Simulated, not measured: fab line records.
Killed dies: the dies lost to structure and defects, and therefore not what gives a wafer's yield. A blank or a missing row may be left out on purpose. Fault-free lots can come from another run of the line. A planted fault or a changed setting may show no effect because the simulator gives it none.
What tool caused it? :: flow n5-finfet :: 27 wafers sampled from 9 lots at 1 step of a route of 1938

WHAT EACH GAUGE READ, for each wafer
N5_BEOL_M4_RC_MEAS_101. Usual: DIBL_N 36.3 mV/V, standard deviation 1.7; DIBL_P 36.3 mV/V, standard deviation 2.2; IOFF_N 0.16 nA/um, standard deviation 0.034; IOFF_P 0.21 nA/um, standard deviation 0.038; ION_N 673 uA/um, standard deviation 13; ION_P 461 uA/um, standard deviation 8.3; SS_N 71.5 mV/dec, standard deviation 0.55; SS_P 73.3 mV/dec, standard deviation 0.67; VT_N 250 mV, standard deviation 3.4; VT_P -251 mV, standard deviation 3.5.
lot: L594
measured: day 7 16:28
on: prober-02
DIBL_N (mV/V): 35.6 34.8 33.3
DIBL_P (mV/V): 36.5 34.9 33.0
IOFF_N (nA/um): 0.16 0.14 0.12
IOFF_P (nA/um): 0.20 0.18 0.16
ION_N (uA/um): 665 658 651
ION_P (uA/um): 456 449 456
SS_N (mV/dec): 71.5 71.5 70.5
SS_P (mV/dec): 73.2 73.5 72.3
VT_N (mV): 252 253 257
VT_P (mV): -252 -255 -254
flag: 

lot: L595
measured: day 8 09:55
on: prober-01
DIBL_N (mV/V): 35.3 33.9 35.4
DIBL_P (mV/V): 34.0 32.8 35.6
IOFF_N (nA/um): 0.15 0.12 0.15
IOFF_P (nA/um): 0.18 0.17 0.21
ION_N (uA/um): 665 644 660
ION_P (uA/um): 454 446 456
SS_N (mV/dec): 70.9 70.8 71.4
SS_P (mV/dec): 73.4 73.3 73.8
VT_N (mV): 249 253 253
VT_P (mV): -251 -253 -249
flag: 

lot: L603
measured: day 10 00:35
on: prober-02
DIBL_N (mV/V): 36.4 36.1 36.8
DIBL_P (mV/V): 38.1 37.2 39.0
IOFF_N (nA/um): 0.17 0.16 0.17
IOFF_P (nA/um): 0.24 0.21 0.26
ION_N (uA/um): 674 667 670
ION_P (uA/um): 467 455 467
SS_N (mV/dec): 72.1 71.4 72.0
SS_P (mV/dec): 74.4 74.4 74.6
VT_N (mV): 252 251 252
VT_P (mV): -249 -252 -248
flag: 

lot: L604
measured: day 10 21:47
on: prober-02
DIBL_N (mV/V): 35.7 37.9 36.9
DIBL_P (mV/V): 35.9 37.6 37.3
IOFF_N (nA/um): 0.16 0.19 0.18
IOFF_P (nA/um): 0.18 0.21 0.20
ION_N (uA/um): 676 662 679
ION_P (uA/um): 459 452 452
SS_N (mV/dec): 71.1 72.6 71.7
SS_P (mV/dec): 72.8 73.9 73.5
VT_N (mV): 248 249 247
VT_P (mV): -253 -251 -253
flag: 

lot: L605
measured: day 11 02:34
on: prober-02
DIBL_N (mV/V): 39.9 36.0 35.6
DIBL_P (mV/V): 40.9 37.5 36.3
IOFF_N (nA/um): 0.24 0.17 0.16
IOFF_P (nA/um): 0.29 0.23 0.21
ION_N (uA/um): 703 685 681
ION_P (uA/um): 474 474 461
SS_N (mV/dec): 72.0 71.5 71.8
SS_P (mV/dec): 73.6 73.0 72.6
VT_N (mV): 242 248 247
VT_P (mV): -246 -247 -250
flag: 

lot: L610
measured: day 12 04:41
on: prober-02
DIBL_N (mV/V): 37.7 36.5 36.4
DIBL_P (mV/V): 36.8 34.2 34.9
IOFF_N (nA/um): 0.17 0.15 0.14
IOFF_P (nA/um): 0.17 0.15 0.15
ION_N (uA/um): 680 668 674
ION_P (uA/um): 453 450 454
SS_N (mV/dec): 71.8 71.5 70.8
SS_P (mV/dec): 73.3 73.3 72.7
VT_N (mV): 248 253 250
VT_P (mV): -259 -258 -259
flag: 

lot: L612
measured: day 12 22:41
on: prober-01
DIBL_N (mV/V): 36.9 36.8 36.6
DIBL_P (mV/V): 38.1 37.3 38.4
IOFF_N (nA/um): 0.18 0.17 0.18
IOFF_P (nA/um): 0.24 0.22 0.24
ION_N (uA/um): 683 684 682
ION_P (uA/um): 467 467 470
SS_N (mV/dec): 71.5 71.8 71.5
SS_P (mV/dec): 73.7 73.6 74.0
VT_N (mV): 247 248 248
VT_P (mV): -249 -248 -246
flag: 

lot: L615
measured: day 13 05:31
on: prober-02
DIBL_N (mV/V): 36.2 34.7 35.2
DIBL_P (mV/V): 34.5 33.2 33.5
IOFF_N (nA/um): 0.15 0.13 0.14
IOFF_P (nA/um): 0.20 0.17 0.18
ION_N (uA/um): 660 667 661
ION_P (uA/um): 455 455 450
SS_N (mV/dec): 72.0 70.9 71.3
SS_P (mV/dec): 73.7 73.3 73.4
VT_N (mV): 249 250 251
VT_P (mV): -250 -255 -251
flag: 

lot: L616
measured: day 13 08:58
on: prober-02
DIBL_N (mV/V): 36.2 38.1 38.4
DIBL_P (mV/V): 35.5 37.5 38.9
IOFF_N (nA/um): 0.14 0.18 0.20
IOFF_P (nA/um): 0.17 0.20 0.23
ION_N (uA/um): 662 671 693
ION_P (uA/um): 453 455 465
SS_N (mV/dec): 71.2 71.8 71.8
SS_P (mV/dec): 73.1 73.8 74.1
VT_N (mV): 253 248 248
VT_P (mV): -256 -251 -253
flag: 

TOOL THAT RAN EACH LOT (tool first, then ch and the chambers of the sampled wafers, then the start)
The record holds no process step before these readings.

WHAT THE TOOLS THEMSELVES READ (means of the sampled wafers that have a number; where no wafer has one, the mark that the record gives instead)
The record holds no such reading with a usual standard deviation.

THE ANSWER, worked out from the rows above alone
Rule: lot off if the mean of its wafers having a number is beyond 3 standard deviations from the usual mean. A lot without any number at a reading at which 4 lots or more have one is off too. All remaining lots with rows at the step are treated as sound. Order of review: gauges by route order, followed by the tools' own readings, for which a lot's mean as printed above is used. At the first step where some lot is off, the reading lying furthest off is the one used; lots without a number count as furthest.
None of the lots is off at any reading shown; this tells nothing.

WHAT HAD BEEN PUT IN BY THE SIMULATOR
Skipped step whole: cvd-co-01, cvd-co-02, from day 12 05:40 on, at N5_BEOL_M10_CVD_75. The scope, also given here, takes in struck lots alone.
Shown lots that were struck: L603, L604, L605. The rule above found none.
